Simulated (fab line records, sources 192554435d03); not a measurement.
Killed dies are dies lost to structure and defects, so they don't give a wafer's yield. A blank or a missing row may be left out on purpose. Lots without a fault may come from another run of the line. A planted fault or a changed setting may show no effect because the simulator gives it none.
fab line records | flow n5_finfet
record lots=5 wafers=15 last_day=17
route steps=1938 shown BEOL_M2@917 BEOL_M3@931
lots that met no fault: from a run of the same line without faults
start_h: hours from the record's first day to the start of the lot's first wafer shown | wait_h: hours since the lot's step before | " the same as in the row above | L1.1+2: a row that stands for several wafers | - no value, or no start given | * or withheld: withheld | < > ~ a bound
route shown NAME@n: a module of which the file shows steps, and the number in the route of the first | usual: mean/standard deviation of fault-free wafers | same: alike in all rows | chamber/n: place in a boat | sites: the reading at each site | _std_site: their standard deviation | _edge_site: outer sites' mean less inner sites' | radius_mm: how far each site lies from the wafer's centre | mask NAME#n: copy n | behind: the tool/chamber that last shaped the wafer | hold: why the lot was held/for how many hours/how that ended | device: the transistor (n, p or np) that didn't switch | end of line: the same wafers' tests at the end of the route | a step without rows: its recipe alone | killed: dies lost to structure and defects at the first sort, not the wafer's yield | map: a wafer's dies, x killed, . not, _ none there
set.NAME: the setting as run; set.NAME@STEP: as run at that earlier step | model.NAME: the simulator's own value behind a step, which no gauge read
lots at some steps of the route; a table a step, a row a wafer
services: from which hour (start_h, from the record's first day; less than 0 if before it) a tool's chamber was out of use, for how many hours, and why
## steps
# step N5_BEOL_M2_ANNEAL_93
# recipe temp_c=400 time_s=240 ambient=vacuum
# usual heater_power_w=850/97
# columns lot.wafer tool chamber start_h wait_h heater_power_w
L079.1 pvd_sputter-03 - 173.62 0.0 736
L079.4 " - " " 926
L079.5 " - " " 873
L085.1 pvd_sputter-03 - 217.97 0.0 1045
L085.2 " - " " 860
L085.5 " - " " 1032
L086.1 pvd_sputter-02 - 222.51 0.0 826
L086.3 " - " " 758
L086.6 " - " " 753
L088.1 pvd_sputter-02 - 229.89 0.0 819
L088.2 " - " " 989
L088.3 " - " " 951
L094.3 pvd_sputter-02 - 271.00 0.0 941
L094.4 " - " " 957
L094.5 " - " " 750
# step N5_BEOL_M2_SPUTTER_94
# recipe material=Cu target_thk_a=45 temp_c=-20 chamber_pressure_pa=0.07 power_w=withheld time_s=8.29
# usual chamber_pressure_pa=0.07/0.00014 substrate_temp_c=-19.99/0.099 throttle_valve_pct=30.3/0.72
# columns lot.wafer tool chamber start_h wait_h chamber_pressure_pa substrate_temp_c throttle_valve_pct
L079.1 pvd_sputter-03 - 173.76 0.1 0.06988 -20.19 30.7
L079.4 " - " " 0.06991 -20.17 31.2
L079.5 " - " " 0.07011 -20.04 32.0
L085.1 pvd_sputter-03 - 218.11 0.1 0.07032 -19.86 31.4
L085.2 " - " " 0.06986 -19.86 32.0
L085.5 " - " " 0.06994 -19.82 31.2
L086.1 pvd_sputter-02 - 222.65 0.1 0.0699 -20.08 30.5
L086.3 " - " " 0.07018 -19.84 29.9
L086.6 " - " " 0.07017 -19.98 29.8
L088.1 pvd_sputter-02 - 230.03 0.1 0.07022 -19.96 30.6
L088.2 " - " " 0.06995 -19.94 30.9
L088.3 " - " " 0.07004 -19.91 29.1
L094.3 pvd_sputter-02 - 271.14 0.1 0.07028 -20.02 29.0
L094.4 " - " " 0.06992 -19.92 31.3
L094.5 " - " " 0.07008 -19.99 29.9
# step N5_BEOL_M2_ANNEAL_95
# recipe temp_c=400 time_s=240 ambient=vacuum
# usual heater_power_w=848/96
# columns lot.wafer tool chamber start_h wait_h heater_power_w
L079.1 pvd_sputter-03 - 173.84 0.0 737
L079.4 " - " " 956
L079.5 " - " " 868
L085.1 pvd_sputter-03 - 218.19 0.0 1057
L085.2 " - " " 868
L085.5 " - " " 1037
L086.1 pvd_sputter-02 - 222.73 0.0 837
L086.3 " - " " 752
L086.6 " - " " 767
L088.1 pvd_sputter-02 - 230.11 0.0 848
L088.2 " - " " 966
L088.3 " - " " 964
L094.3 pvd_sputter-02 - 271.22 0.0 939
L094.4 " - " " 988
L094.5 " - " " 771
# step N5_BEOL_M2_SPUTTER_96
# recipe material=Cu target_thk_a=45 temp_c=-20 chamber_pressure_pa=0.07 power_w=withheld time_s=8.29
# usual chamber_pressure_pa=0.07001/0.00013 substrate_temp_c=-20.03/0.099 throttle_valve_pct=30.4/0.71
# columns lot.wafer tool chamber start_h wait_h chamber_pressure_pa substrate_temp_c throttle_valve_pct
L079.1 pvd_sputter-03 - 173.98 0.1 0.07006 -19.98 30.4
L079.4 " - " " 0.06987 -20.02 31.2
L079.5 " - " " 0.07006 -20.05 32.0
L085.1 pvd_sputter-03 - 218.33 0.1 0.06986 -20.10 31.5
L085.2 " - " " 0.0699 -19.96 31.5
L085.5 " - " " 0.07017 -19.96 31.1
L086.1 pvd_sputter-02 - 222.87 0.1 0.07016 -20.07 30.7
L086.3 " - " " 0.06991 -20.10 29.4
L086.6 " - " " 0.07001 -20.10 29.8
L088.1 pvd_sputter-02 - 230.25 0.1 0.06982 -20.09 30.6
L088.2 " - " " 0.07021 -19.98 30.9
L088.3 " - " " 0.0701 -20.04 29.3
L094.3 pvd_sputter-02 - 271.36 0.1 0.0703 -20.09 29.5
L094.4 " - " " 0.06979 -19.87 30.8
L094.5 " - " " 0.06991 -20.07 29.8
# step N5_BEOL_M2_ECD_50
# recipe material=Cu target_thk_a=3000
# columns lot.wafer tool chamber start_h wait_h
L079.1+4+5 ecd_cu-01 1,1,0 174.10 0.1
L085.1+2+5 ecd_cu-02 0,1,0 218.45 0.1
L086.1+3+6 ecd_cu-01 0,1,0 222.98 0.1
L088.1+2+3 ecd_cu-02 1,0,0 230.37 0.1
L094.3+4+5 ecd_cu-01 1,0,1 271.50 0.1
# step N5_BEOL_M2_ANNEAL_51
# recipe temp_c=225 time_s=90 ambient=N2
# usual anneal_temp_c=224.97/0.17 wafer_temp_C_max=225.9/0.32
# columns lot.wafer tool chamber start_h wait_h anneal_temp_c wafer_temp_C_max
L079.1 rtp_anneal-01 0 174.17 0.1 224.95 225.8
L079.4 " 0 " " 224.78 225.7
L079.5 " 0 " " 224.82 225.8
L085.1 rtp_anneal-02 0 218.52 0.1 224.95 226.0
L085.2 " 0 " " 224.86 226.1
L085.5 " 0 " " 224.93 226.3
L086.1 rtp_anneal-01 0 223.06 0.1 225.15 225.5
L086.3 " 0 " " 224.91 225.7
L086.6 " 0 " " 224.73 225.5
L088.1 rtp_anneal-01 0 230.74 0.4 225.05 225.5
L088.2 " 0 " " 225.11 225.4
L088.3 " 0 " " 224.91 225.6
L094.3 rtp_anneal-01 0 271.65 0.1 224.95 225.9
L094.4 " 0 " " 224.76 226.0
L094.5 " 0 " " 224.61 225.5
# step N5_BEOL_M2_CMP_52
# recipe stop_on=SiOC t_overpolish_s=6.8 down_force_psi=1 platen_rpm=50 clearing_platen_down_force_psi=1.5 clearing_platen_rpm=50 post_cmp_clean=cu_alkaline target_thk_nm=40 clearing_platen_pad_velocity_m_s=0.99484 pad_velocity_m_s=0.99484
# usual barrier_field_endpoint_s=25.0/0.63 motor_current_A=6.0/0.54 overpolish_run_s=6.800/0.0082 time_to_endpoint_s=63.8/2.6
# columns lot.wafer tool chamber start_h wait_h barrier_field_endpoint_s motor_current_A overpolish_run_s time_to_endpoint_s
L079.1 cmp-04 0 174.47 0.3 24.9 5.6 6.797 65.2
L079.4 " 1 " " 25.0 6.1 6.792 64.1
L079.5 " 1 " " 25.3 6.1 6.801 66.0
L085.1 cmp-04 0 218.86 0.3 24.1 5.8 6.793 61.4
L085.2 " 2 " " 24.4 5.8 6.801 65.5
L085.5 " 3 " " 24.7 5.8 6.800 65.5
L086.3 cmp-03 0 223.36 0.2 23.9 6.3 6.807 62.6
L086.1 " 2 " " 25.2 5.8 6.794 64.1
L086.6 " 1 " " 25.0 6.5 6.810 61.8
L088.1 cmp-02 3 231.55 0.7 24.3 6.0 6.815 62.1
L088.2 " 0 " " 24.5 5.8 6.798 62.8
L088.3 " 1 " " 24.4 7.1 6.809 63.6
L094.4 cmp-02 2 271.89 0.2 24.7 4.9 6.796 66.7
L094.3 " 3 " " 25.0 5.9 6.793 68.7
L094.5 " 1 " " 25.5 7.1 6.809 67.9
# step N5_BEOL_M2_THK_MEAS_53
# recipe thk_meas_gauge=xrf reads=Cu_of_BEOL_M2_ECD_50
# usual M2_THK=39.4/1.1
# columns lot.wafer tool chamber start_h wait_h M2_THK[nm]
L079.1 film_metro-01 - 174.77 - 39.6
L079.4 " - " " 39.7
L079.5 " - " " 39.2
L085.1 film_metro-01 - 219.12 - 39.2
L085.2 " - " " 39.4
L085.5 " - " " 39.8
L086.1 film_metro-02 - 223.65 - 38.4
L086.3 " - " " 39.1
L086.6 " - " " 39.2
L088.1 film_metro-01 - 231.84 - 37.5
L088.2 " - " " 37.9
L088.3 " - " " 38.9
L094.3 film_metro-01 - 272.15 - 38.7
L094.4 " - " " 38.4
L094.5 " - " " 38.5
# step N5_BEOL_M2_PRE_CLEAN_60
# recipe gas=NH3/H2 time_s=15 temp_c=* rf_power_w=300
# usual heater_power_w=77/10 rf_fwd_power_W=297.0/1
# columns lot.wafer tool chamber start_h wait_h heater_power_w rf_fwd_power_W
L079.1 cvd_co-02 2 174.80 0.0 73 297.8
L079.4 " 2 " " 73 296.7
L079.5 " 1 " " 84 296.0
L085.1 cvd_co-02 0 219.15 0.0 77 295.8
L085.2 " 1 " " 84 297.0
L085.5 " 2 " " 72 298.5
L086.1 cvd_co-01 1 223.69 0.0 59 298.4
L086.3 " 2 " " 76 298.7
L086.6 " 1 " " 59 298.3
L088.1 cvd_co-02 1 231.89 0.0 86 296.9
L088.2 " 0 " " 76 296.1
L088.3 " 2 " " 73 297.5
L094.3 cvd_co-01 1 272.19 0.0 58 296.7
L094.4 " 1 " " 59 298.2
L094.5 " 0 " " 96 297.6
# step N5_BEOL_M2_CO_CAP_55
# recipe material=Co target_thk_a=20 temp_c=200 precursor=CCTBA/H2 pressure_torr=30 time_s=102.1
# usual heater_power_w=226/13
# columns lot.wafer tool chamber start_h wait_h heater_power_w
L079.1 cvd_co-02 2 174.84 0.0 218
L079.4 " 2 " " 226
L079.5 " 1 " " 231
L085.1 cvd_co-02 0 219.19 0.0 227
L085.2 " 1 " " 230
L085.5 " 2 " " 222
L086.1 cvd_co-01 1 223.73 0.0 208
L086.3 " 2 " " 224
L086.6 " 1 " " 207
L088.1 cvd_co-02 1 231.93 0.0 235
L088.2 " 0 " " 225
L088.3 " 2 " " 218
L094.3 cvd_co-01 1 272.23 0.0 208
L094.4 " 1 " " 203
L094.5 " 0 " " 246
# step N5_BEOL_M2_PRE_CLEAN_56
# recipe gas=NH3 time_s=15 temp_c=withheld rf_power_w=300
# usual rf_fwd_power_W=295.2/1.3
# columns lot.wafer tool chamber start_h wait_h rf_fwd_power_W
L079.1 pecvd-02 2 174.93 0.1 295.8
L079.4 " 2 " " 296.2
L079.5 " 0 " " 296.3
L085.1 pecvd-02 0 219.29 0.1 295.2
L085.2 " 2 " " 295.2
L085.5 " 2 " " 296.4
L086.1 pecvd-03 0 223.82 0.1 295.6
L086.3 " 1 " " 295.0
L086.6 " 2 " " 294.1
L088.1 pecvd-01 2 232.02 0.1 295.1
L088.2 " 1 " " 294.5
L088.3 " 0 " " 293.6
L094.3 pecvd-01 2 272.32 0.1 295.3
L094.4 " 2 " " 296.1
L094.5 " 0 " " 293.9
# step N5_BEOL_M2_DEP_57
# recipe material=SiCN target_thk_a=80 temp_c=withheld precursor=3MS/NH3 pressure_torr=3 rf_w=202 time_s=14
# usual rf_fwd_power_W=199.6/0.76 showerhead_plenum_p_Torr=3.658/0.023 throttle_valve_pct=9.0/0.49
# columns lot.wafer tool chamber start_h wait_h rf_fwd_power_W showerhead_plenum_p_Torr throttle_valve_pct
L079.1 pecvd-02 2 174.96 0.0 199.0 3.660 8.6
L079.4 " 2 " " 199.1 3.665 8.8
L079.5 " 0 " " 199.6 3.641 9.6
L085.1 pecvd-02 0 219.31 0.0 199.6 3.647 9.8
L085.2 " 2 " " 200.1 3.664 8.7
L085.5 " 2 " " 199.2 3.658 8.4
L086.1 pecvd-03 0 223.85 0.0 199.9 3.678 9.9
L086.3 " 1 " " 200.9 3.653 8.7
L086.6 " 2 " " 199.4 3.673 8.5
L088.1 pecvd-01 2 232.05 0.0 199.2 3.631 8.7
L088.2 " 1 " " 200.1 3.690 9.7
L088.3 " 0 " " 198.0 3.635 9.4
L094.3 pecvd-01 2 272.34 0.0 199.1 3.636 8.7
L094.4 " 2 " " 198.5 3.628 8.6
L094.5 " 0 " " 198.8 3.633 9.2
# step N5_BEOL_M2_RS_MEAS_58
# recipe thk_meas_gauge=four-point-probe reads=Co_of_BEOL_M2_CO_CAP_55+Cu_of_BEOL_M2_ECD_50+Co_of_BEOL_M2_CVD_47+TaN_of_BEOL_M2_ALD_84
# usual M2_RS=0.678/0.025
# columns lot.wafer tool chamber start_h wait_h M2_RS[ohm/sq]
L079.1 film_metro-01 - 175.03 0.0 0.673
L079.4 " - " " 0.672
L079.5 " - " " 0.681
L085.1 film_metro-01 - 219.38 0.0 0.678
L085.2 " - " " 0.680
L085.5 " - " " 0.670
L086.1 film_metro-01 - 223.91 0.0 0.705
L086.3 " - " " 0.690
L086.6 " - " " 0.687
L088.1 film_metro-02 - 232.11 0.0 0.713
L088.2 " - " " 0.705
L088.3 " - " " 0.680
L094.3 film_metro-02 - 272.41 0.1 0.697
L094.4 " - " " 0.707
L094.5 " - " " 0.704
# step N5_BEOL_M2_INSPECT_59
# recipe inspect_instrument=darkfield mode=post_dep
# usual raw_defect_count=83/27
# columns lot.wafer tool chamber start_h wait_h raw_defect_count
L079.1 defect_inspect-02 - 175.05 0.0 71
L079.4 " - " " 75
L079.5 " - " " 50
L085.1 defect_inspect-02 - 219.40 0.0 68
L085.2 " - " " 47
L085.5 " - " " 44
L086.1 defect_inspect-01 - 223.94 0.0 75
L086.3 " - " " 99
L086.6 " - " " 81
L088.1 defect_inspect-02 - 232.14 0.0 88
L088.2 " - " " 79
L088.3 " - " " 96
L094.3 defect_inspect-01 - 272.44 0.0 120
L094.4 " - " " 122
L094.5 " - " " 74
# step N5_BEOL_M3_ILD_DEP_00
# recipe material=SiOC target_thk_a=790 temp_c=350 precursor=DEMS/O2 pressure_torr=5 rf_w=500 time_s=15.3
# usual heater_power_w=504/59 rf_fwd_power_W=493.9/1.7 showerhead_plenum_p_Torr=5.695/0.024 throttle_valve_pct=12.0/0.62
# columns lot.wafer tool chamber start_h wait_h heater_power_w rf_fwd_power_W showerhead_plenum_p_Torr throttle_valve_pct
L079.1 pecvd-04 1 175.09 0.0 602 494.1 5.690 12.9
L079.4 " 0 " " 409 492.9 5.691 11.8
L079.5 " 2 " " 483 494.6 5.707 12.2
L085.1 pecvd-01 0 219.44 0.0 420 489.3 5.657 11.9
L085.2 " 1 " " 600 494.4 5.735 12.7
L085.5 " 2 " " 531 492.7 5.640 11.4
L086.1 pecvd-04 1 223.98 0.0 557 495.0 5.694 12.7
L086.3 " 1 " " 549 497.5 5.712 13.0
L086.6 " 1 " " 559 496.9 5.700 12.8
L088.1 pecvd-04 2 232.18 0.0 569 497.2 5.718 11.2
L088.2 " 1 " " 600 496.0 5.688 12.7
L088.3 " 0 " " 414 492.6 5.681 11.9
L094.3 pecvd-04 1 272.47 0.0 527 493.9 5.695 12.9
L094.4 " 1 " " 545 496.3 5.681 12.9
L094.5 " 2 " " 562 496.1 5.721 11.1
# step N5_BEOL_M3_THK_MEAS_01
# recipe reads=SiOC_of_BEOL_M3_ILD_DEP_00
# usual M3_ILD_THK=79.0/1
# columns lot.wafer tool chamber start_h wait_h M3_ILD_THK[nm]
L079.1 film_metro-01 - 175.16 0.0 78.0
L079.4 " - " " 78.3
L079.5 " - " " 79.2
L085.1 film_metro-01 - 219.51 0.0 77.1
L085.2 " - " " 78.0
L085.5 " - " " 78.4
L086.1 film_metro-01 - 224.06 0.1 78.2
L086.3 " - " " 79.9
L086.6 " - " " 80.2
L088.1 film_metro-01 - 232.24 0.0 79.6
L088.2 " - " " 79.5
L088.3 " - " " 79.2
L094.3 film_metro-01 - 272.54 0.1 78.5
L094.4 " - " " 79.5
L094.5 " - " " 80.1
# step N5_BEOL_M3_PECVD_72
# recipe material=SiO2 target_thk_a=160 temp_c=400 precursor=TEOS/O2 pressure_torr=5.5 rf_w=450 teos_flow_sccm=53.8 gas=O2 flow_sccm=3000 time_s=18
# usual heater_power_w=741/66 rf_fwd_power_W=444.4/1.6 showerhead_plenum_p_Torr=8.76/0.12 throttle_valve_pct=22.5/1.1
# columns lot.wafer tool chamber start_h wait_h heater_power_w rf_fwd_power_W showerhead_plenum_p_Torr throttle_valve_pct
L079.1 pecvd-01 0 175.19 0.0 640 444.7 8.64 22.8
L079.4 " 1 " " 761 447.4 8.91 23.4
L079.5 " 0 " " 642 442.2 8.63 22.8
L085.1 pecvd-04 1 219.55 0.0 785 445.7 8.76 24.1
L085.2 " 0 " " 617 444.5 8.78 22.0
L085.5 " 0 " " 615 442.7 8.81 22.1
L086.1 pecvd-01 2 224.10 0.0 765 441.6 8.61 21.3
L086.3 " 0 " " 694 441.6 8.61 23.0
L086.6 " 2 " " 764 443.1 8.61 21.5
L088.1 pecvd-03 1 232.28 0.0 680 446.6 8.72 21.1
L088.2 " 0 " " 850 445.9 8.90 23.5
L088.3 " 2 " " 767 441.4 8.79 21.4
L094.3 pecvd-01 2 272.58 0.0 747 444.3 8.61 21.3
L094.4 " 0 " " 676 444.2 8.63 22.9
L094.5 " 2 " " 758 444.0 8.62 21.4
# step N5_BEOL_M3_HM_DEP_02
# recipe material=TiN target_thk_a=200 temp_c=25 chamber_pressure_pa=0.49996
# usual chamber_pressure_pa=0.4998/0.0011 substrate_temp_c=25.01/0.11 throttle_valve_pct=30.5/0.79
# columns lot.wafer tool chamber start_h wait_h chamber_pressure_pa substrate_temp_c throttle_valve_pct
L079.1 pvd_sputter-03 - 175.58 0.4 0.5009 25.02 31.9
L079.4 " - " " 0.4975 24.78 31.2
L079.5 " - " " 0.4998 24.91 31.7
L085.1 pvd_sputter-03 - 220.09 0.5 0.4996 24.88 31.7
L085.2 " - " " 0.5005 24.99 31.3
L085.5 " - " " 0.4986 24.82 31.2
L086.1 pvd_sputter-02 - 226.11 2.0 0.4991 24.97 29.6
L086.3 " - " " 0.4973 25.12 29.0
L086.6 " - " " 0.5008 25.16 29.4
L088.1 pvd_sputter-03 - 233.78 1.5 0.5009 25.07 30.4
L088.2 " - " " 0.4994 25.17 31.0
L088.3 " - " " 0.5019 24.95 32.0
L094.3 pvd_sputter-01 - 272.63 0.0 0.4990 25.01 30.7
L094.4 " - " " 0.5011 24.94 29.6
L094.5 " - " " 0.4996 25.17 29.5
# step N5_BEOL_M3_COAT_61
# recipe resist=SOC temp_c=250 time_s=60 spin_rpm=1500 resist_thk_nm=60
# columns lot.wafer tool chamber start_h wait_h
L079.1+4+5 litho_track-02 0 175.71 0.1
L085.1+2+5 litho_track-04 0 220.22 0.1
L086.1+3+6 litho_track-02 0 226.24 0.1
L088.1+2+3 litho_track-02 0 233.90 0.1
L094.3+4+5 litho_track-05 0 272.76 0.1
# step N5_BEOL_M3_COAT_62
# recipe resist=SiARC temp_c=220 time_s=60 spin_rpm=1500 resist_thk_nm=12
# columns lot.wafer tool chamber start_h wait_h
L079.1+4+5 litho_track-02 0 - -
L085.1+2+5 litho_track-04 0 - -
L086.1+3+6 litho_track-02 0 - -
L088.1+2+3 litho_track-02 0 - -
L094.3+4+5 litho_track-05 0 - -
# step N5_BEOL_M3_COAT_73
# recipe resist=underlayer temp_c=205 time_s=60 spin_rpm=1500 resist_thk_nm=5
# columns lot.wafer tool chamber start_h wait_h
L079.1+4+5 litho_track-02 0 - -
L085.1+2+5 litho_track-04 0 - -
L086.1+3+6 litho_track-02 0 - -
L088.1+2+3 litho_track-02 0 - -
L094.3+4+5 litho_track-05 0 - -
# step N5_BEOL_M3_COAT_05
# recipe resist=CAR-EUV spin_rpm=1500 resist_thk_nm=30
# columns lot.wafer tool chamber start_h wait_h
L079.1+4+5 litho_track-02 0 - -
L085.1+2+5 litho_track-04 0 - -
L086.1+3+6 litho_track-02 0 - -
L088.1+2+3 litho_track-02 0 - -
L094.3+4+5 litho_track-05 0 - -
# step N5_BEOL_M3_EBR_07
# recipe solvent=PGMEA ebr_width_mm=1.5
# columns lot.wafer tool chamber start_h wait_h
L079.1+4+5 litho_track-02 0 - -
L085.1+2+5 litho_track-04 0 - -
L086.1+3+6 litho_track-02 0 - -
L088.1+2+3 litho_track-02 0 - -
L094.3+4+5 litho_track-05 0 - -
# step N5_BEOL_M3_SOFTBAKE_06
# recipe temp_c=110 time_s=60 resist=CAR-EUV
# columns lot.wafer tool chamber start_h wait_h
L079.1+4+5 litho_track-02 0 - -
L085.1+2+5 litho_track-04 0 - -
L086.1+3+6 litho_track-02 0 - -
L088.1+2+3 litho_track-02 0 - -
L094.3+4+5 litho_track-05 0 - -
# step N5_BEOL_M3_EXPOSE_08
# recipe mask_id=M3 na=0.33 source_shape=dipole sigma_inner=0.369 sigma_outer=0.767 polarization=unpolarized dose_mj=33
# same sigma_inner=0.369
# columns lot.wafer tool chamber start_h wait_h mask
L079.1+4+5 euv_scanner-02 0 175.97 - M3#0
L085.1+2+5 euv_scanner-02 0 220.48 - M3#0
L086.1+3+6 euv_scanner-02 0 226.38 - M3#0
L088.1+2+3 euv_scanner-01 0 234.19 - M3#0
L094.3+4+5 euv_scanner-01 0 273.03 - M3#0
# step N5_BEOL_M3_PEB_09
# recipe peb_temp_c=100 peb_time_s=60 resist=CAR-EUV
# same peb_time_s=60
# columns lot.wafer tool chamber start_h wait_h
L079.1+4+5 litho_track-02 0 176.03 0.1
L085.1+2+5 litho_track-05 0 220.54 0.1
L086.1+3+6 litho_track-04 0 226.44 0.1
L088.1+2+3 litho_track-02 0 234.25 0.1
L094.3+4+5 litho_track-05 0 273.08 0.0
# step N5_BEOL_M3_DEVELOP_10
# recipe develop_time_s=30 developer=TMAH resist=CAR-EUV rinse_liquid=surfactant_rinse dry=air_spin dev_temp_c=23
# same develop_time_s=30
# columns lot.wafer tool chamber start_h wait_h
L079.1+4+5 litho_track-02 0 - -
L085.1+2+5 litho_track-05 0 - -
L086.1+3+6 litho_track-04 0 - -
L088.1+2+3 litho_track-02 0 - -
L094.3+4+5 litho_track-05 0 - -
# step N5_BEOL_M3_CD_MEAS_11
# recipe target_cd_nm=17.05 landing_energy_ev=500 detector=se_inlens polarity=opening
# usual cd_nm=17.06/0.23
# same landing_energy_ev=500
# columns lot.wafer tool chamber start_h wait_h cd_nm
L079.1 cd_sem-01 0 176.09 - 16.89
L079.4 " 0 " " 16.78
L079.5 " 0 " " 17.09
L085.1 cd_sem-01 0 220.60 - 17.05
L085.2 " 0 " " 17.34
L085.5 " 0 " " 17.12
L086.1 cd_sem-01 0 226.50 - 17.08
L086.3 " 0 " " 16.88
L086.6 " 0 " " 17.03
L088.1 cd_sem-03 0 234.32 - 17.51
L088.2 " 0 " " 16.92
L088.3 " 0 " " 17.24
L094.3 cd_sem-02 0 273.15 - 16.96
L094.4 " 0 " " 16.92
L094.5 " 0 " " 17.50
# step N5_BEOL_M3_OVL_MEAS_12
# recipe points_per_wafer=522
# usual M3_OVL=-0.3/0.65
# columns lot.wafer tool chamber start_h wait_h M3_OVL[nm]
L079.1 overlay-01 0 176.12 0.0 -1.0
L079.4 " 0 " " -0.8
L079.5 " 0 " " -0.6
L085.1 overlay-01 0 220.63 0.0 0.3
L085.2 " 0 " " 0.3
L085.5 " 0 " " -0.8
L086.1 overlay-02 0 226.53 0.0 -1.3
L086.3 " 0 " " -0.4
L086.6 " 0 " " -1.0
L088.1 overlay-01 0 234.35 0.0 0.6
L088.2 " 0 " " 0.6
L088.3 " 0 " " -0.5
L094.3 overlay-01 0 273.19 0.0 -0.3
L094.4 " 0 " " -0.2
L094.5 " 0 " " 0.3
# step N5_BEOL_M3_INSPECT_13
# recipe mode=adi inspect_instrument=brightfield
# usual raw_defect_count=480/100
# columns lot.wafer tool chamber start_h wait_h raw_defect_count
L079.1 defect_inspect-02 - 176.18 0.1 451
L079.4 " - " " 454
L079.5 " - " " 385
L085.1 defect_inspect-02 - 220.69 0.1 548
L085.2 " - " " 440
L085.5 " - " " 506
L086.1 defect_inspect-01 - 226.59 0.1 646
L086.3 " - " " 646
L086.6 " - " " 558
L088.1 defect_inspect-01 - 234.41 0.1 431
L088.2 " - " " 404
L088.3 " - " " 372
L094.3 defect_inspect-01 - 273.24 0.0 412
L094.4 " - " " 426
L094.5 " - " " 593
# step N5_BEOL_M3_DESCUM_16
# recipe chemistry=O2 time_s=7 source_power_w=50 bias_power_w=20 pressure_mtorr=20 rf_frequency_hz=2.712e+07 temp_c=40 resist=CAR-EUV o2_flow_sccm=225
# usual bias_power_w=20.00/0.06 chamber_pressure_mTorr=20.001/0.018 drypump_motor_current_A=5.81/0.29 oes_product_au=0.77/0.086 rf_fwd_power_W=49.36/0.2 rf_vpp_V=243.2/1.4 showerhead_plenum_p_Torr=2.09/0.061 throttle_valve_pct=20.56/0.24
# columns lot.wafer tool chamber start_h wait_h bias_power_w chamber_pressure_mTorr drypump_motor_current_A oes_product_au rf_fwd_power_W rf_hours_counter_h rf_vpp_V showerhead_plenum_p_Torr throttle_valve_pct
L079.1 rie_diel-06 0 176.22 0.0 20.05 20.012 5.85 0.68 49.81 230 245.9 2.15 20.81
L079.4 " 2 " " 20.00 19.992 5.78 0.73 49.00 179 244.7 2.16 20.51
L079.5 " 1 " " 20.01 19.966 5.96 0.70 49.19 - 245.1 2.16 20.54
L085.1 rie_diel-02 1 220.73 0.0 19.93 20.004 5.91 0.70 49.44 221 243.2 2.06 20.76
L085.2 " 2 " " 20.04 20.000 5.32 0.77 49.54 155 242.1 2.02 20.34
L085.5 " 1 " " 19.84 19.989 5.89 0.70 49.23 - 243.7 2.06 20.75
L086.1 rie_diel-02 0 226.63 0.0 20.05 20.001 6.08 0.74 49.46 173 242.3 2.09 20.73
L086.3 " 2 " " 19.84 20.000 5.29 0.77 49.43 156 242.8 2.02 20.33
L086.6 " 2 " " 19.96 20.018 5.29 0.76 49.21 - 241.9 2.02 20.33
L088.1 rie_diel-02 2 234.44 0.0 20.02 19.999 5.33 0.76 49.80 159 242.6 2.02 20.36
L088.2 " 1 " " 20.04 20.023 5.91 0.70 49.36 226 242.4 2.06 20.75
L088.3 " 0 " " 20.03 20.030 6.11 0.74 49.12 175 243.7 2.09 20.71
L094.3 rie_diel-06 1 274.34 1.1 19.92 20.015 5.95 0.95 48.89 11 244.6 2.15 20.16
L094.4 " 3 " " 19.99 19.995 6.15 0.78 49.33 112 241.4 2.02 20.61
L094.5 " 0 " " 20.02 20.013 5.82 0.95 49.60 - 243.9 2.14 20.47
# step N5_BEOL_M3_ETCH_74
# recipe chemistry=N2/H2 target=underlayer target_depth_a=65 mask_material=CAR-EUV time_s=5.2 ion_energy_ev=200 pressure_mtorr=30 source_w=840 bias_w=150 n2_flow_sccm=200 h2_flow_sccm=200 ends=cleared
# usual chamber_pressure_mTorr=30.00/0.043 drypump_motor_current_A=5.81/0.29 etch_rf_on_time_s=5.21/0.097 oes_product_au=0.66/0.071 rf_fwd_power_W=819.6/2.4 rf_vpp_V=523.8/2.5 showerhead_plenum_p_Torr=2.54/0.075 throttle_valve_pct=17.97/0.25
# columns lot.wafer tool chamber start_h wait_h chamber_pressure_mTorr drypump_motor_current_A etch_rf_on_time_s oes_product_au rf_fwd_power_W rf_hours_counter_h rf_vpp_V showerhead_plenum_p_Torr throttle_valve_pct
L079.1 rie_diel-06 0 176.25 0.0 29.96 5.84 5.21 0.59 820.8 230 525.3 2.61 18.14
L079.4 " 2 " " 30.05 5.78 5.10 0.63 816.5 179 528.7 2.64 18.04
L079.5 " 1 " " 29.94 5.95 5.26 0.60 819.2 - 525.6 2.61 17.88
L085.1 rie_diel-02 1 220.76 0.0 30.06 5.90 5.20 0.61 819.7 221 521.5 2.50 18.15
L085.2 " 2 " " 29.97 5.34 5.25 0.65 814.7 155 521.0 2.45 17.77
L085.5 " 1 " " 29.95 5.91 5.16 0.60 819.4 - 521.7 2.50 18.15
L086.1 rie_diel-02 0 226.66 0.0 30.02 6.09 5.30 0.62 823.1 173 525.0 2.53 18.11
L086.3 " 2 " " 30.01 5.31 5.24 0.65 819.6 156 520.9 2.45 17.76
L086.6 " 2 " " 29.98 5.30 5.25 0.64 817.4 - 520.6 2.45 17.75
L088.1 rie_diel-02 2 234.48 0.0 29.97 5.30 5.21 0.64 816.1 159 520.6 2.45 17.77
L088.2 " 1 " " 30.09 5.91 5.15 0.60 820.4 226 524.0 2.50 18.15
L088.3 " 0 " " 29.96 6.09 5.34 0.63 815.1 175 523.3 2.53 18.14
L094.3 rie_diel-06 1 274.38 0.0 30.07 5.96 5.05 0.82 818.9 11 523.9 2.60 17.46
L094.4 " 3 " " 30.04 6.15 5.31 0.65 820.0 112 521.7 2.45 18.00
L094.5 " 0 " " 30.04 5.84 5.22 0.80 819.0 - 526.4 2.60 17.75
## services
# columns tool chamber start_h hours kind
euv_scanner-01 - 156.90 1.0 pm
cmp-04 - 160.84 3.5 pm
cvd_co-01 - 165.80 3.2 repair
cvd_co-01 - 171.90 2.5 repair
euv_scanner-02 - 174.61 1.0 pm
pecvd-03 0 176.21 9.7 repair
ecd_cu-01 - 179.56 4.6 repair
cmp-04 - 195.87 0.9 repair
euv_scanner-02 - 207.66 1.8 repair
euv_scanner-01 - 213.05 1.0 pm
cmp-02 - 214.94 0.6 repair
rtp_anneal-01 - 217.81 1.1 pm
ecd_cu-02 - 218.92 0.9 repair
ecd_cu-01 - 225.48 2.3 repair
euv_scanner-02 - 230.56 4.6 pm
pecvd-03 1 232.91 4.1 repair
euv_scanner-01 - 238.03 5.8 pm
rie_diel-02 3 240.04 7.0 repair
euv_scanner-01 - 244.74 4.6 pm
cvd_co-01 2 245.84 12.5 repair
cmp-02 - 246.27 2.4 repair
pecvd-02 2 255.39 13.3 repair
cvd_co-01 - 262.09 4.3 pm
euv_scanner-01 - 269.20 1.0 pm
## key
fault none
